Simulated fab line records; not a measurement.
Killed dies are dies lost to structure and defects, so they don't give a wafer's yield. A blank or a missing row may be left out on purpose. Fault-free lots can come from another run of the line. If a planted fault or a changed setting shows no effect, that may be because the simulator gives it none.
Problem report, 8D (eight disciplines) form, completed by code || flow nand_harc || the parts of the form that need people (team, actions taken, sign-off) are left out

== 1. THE PROBLEM ==
At NHARC_END_SORT_01, killed_at_periphery averages 640.8 over 6 wafers from 2 lots, while fault-free wafers read 3.3, standard deviation 2.8. That is +99 or more standard deviations from the usual mean.
First observed at day 21 22:28: wafer L855.1, on prober-01. At this step, 9 wafers from 3 lots have a number in the record. Rule for "out" (also "out of limits"): further than 4 standard deviations from the usual mean. The rest of the wafers with a number are treated as sound.

== 2. WHAT IT IS, WHAT IT ISN'T ==
{"question": "which readings at this step", "is": "killed_at_periphery, defect_limited_yield, killed_dies, sort_bin_2_pct, sort_n_pass, sort_rim_yield_pct, sort_yield_pct", "is not": "killed_at_array, killed_at_other, sort_bin_3_pct, sort_bin_4_pct"}
{"question": "which lots", "is": "L855, L857", "is not": "L859"}
{"question": "which wafers of those lots", "is": "all that have a number", "is not": "-"}
{"question": "read on which gauges", "is": "prober-01", "is not": "-"}
{"question": "when", "is": "from day 21 22:28", "is not": "up to then (0 sound wafers); but 3 sound wafers of L859 came after"}

== 3. WHAT RULES OUT EACH SUSPECT ==
Counting: a tool at any process step up to the reading remains a suspect when it ran all the lots that are out and ran no sound lot after the first of those.
- the gauge at NHARC_END_SORT_01: ruled out. All the wafers that are out were read on prober-01, but those of them that NHARC_P_M0_CMP_23 has rows for are out there too, on other tools.
- ecd_cu-02 at NHARC_P_M0_ECD_22 (material Cu, target thk 400 nm): kept. It ran every lot that is out, first L855 (day 8 04:39), and no sound lot after that.
- cmp-03 at NHARC_P_M0_CMP_23 (polishes, t overpolish 20 s, target thk 117.53 nm): kept. It ran every lot that is out, first L855 (day 8 05:23), and no sound lot after that. On those wafers its own readings are out: time_to_endpoint_s.
What counting leaves: ecd_cu-02 at NHARC_P_M0_ECD_22 and cmp-03 at NHARC_P_M0_CMP_23.

== 4. THE CAUSE (what the simulator had put in) ==
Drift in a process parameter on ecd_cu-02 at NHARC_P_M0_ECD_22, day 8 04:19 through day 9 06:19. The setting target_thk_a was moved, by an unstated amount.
Counting left 2 suspects, and this tool is among them.

== 5. THE EFFECT CHAIN, in route order ==
Each row: a reading where the mean over the struck wafers with a number is more than 3 standard deviations away from the usual. Only readings whose record carries a usual standard deviation are examined. hours: median over the lots of the time between each lot's start at the first step of this table that gives one and its start at this step. sigmas: the change, counted in usual standard deviations.
{"hours": 0, "step": "NHARC_P_M0_CMP_23", "reading": "time_to_endpoint_s", "usual": "28.0 s", "on struck wafers": 8.8, "change": -19.2, "sigmas": -8.0}
{"hours": 330, "step": "NHARC_END_SORT_01", "reading": "defect_limited_yield", "usual": "95.3 %", "on struck wafers": 0.5, "change": -94.8, "sigmas": -56}
{"hours": 330, "step": "NHARC_END_SORT_01", "reading": "killed_at_periphery", "usual": 3.3, "on struck wafers": 640.8, "change": "+637.5", "sigmas": "+99 or more"}
{"hours": 330, "step": "NHARC_END_SORT_01", "reading": "killed_dies", "usual": 32, "on struck wafers": 674, "change": "+642", "sigmas": "+58"}
{"hours": 330, "step": "NHARC_END_SORT_01", "reading": "sort_bin_2_pct", "usual": "1.4 %", "on struck wafers": 96.0, "change": "+94.6", "sigmas": "+99 or more"}
{"hours": 330, "step": "NHARC_END_SORT_01", "reading": "sort_n_pass", "usual": 645, "on struck wafers": 3, "change": -642, "sigmas": -58}
{"hours": 330, "step": "NHARC_END_SORT_01", "reading": "sort_rim_yield_pct", "usual": "95.3 %", "on struck wafers": 0.8, "change": -94.5, "sigmas": -38}
{"hours": 330, "step": "NHARC_END_SORT_01", "reading": "sort_yield_pct", "usual": "95.3 %", "on struck wafers": 0.5, "change": -94.8, "sigmas": -56}
It contains these process steps:
- NHARC_P_M0_CMP_23: polishes, t overpolish 20 s, target thk 117.53 nm.

== 6. HOW IT WOULD HAVE BEEN CAUGHT EARLIER ==
330 hours passed between the start of the fault at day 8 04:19 and the first reading out of limits at a measuring or inspecting step in this record, taken at day 21 22:28.
The start of NHARC_P_M0_ECD_22 on ecd_cu-02 came by day 21 22:28 for every one of the lots that are out (2). Tool hold at that time: it would have spared none of them.
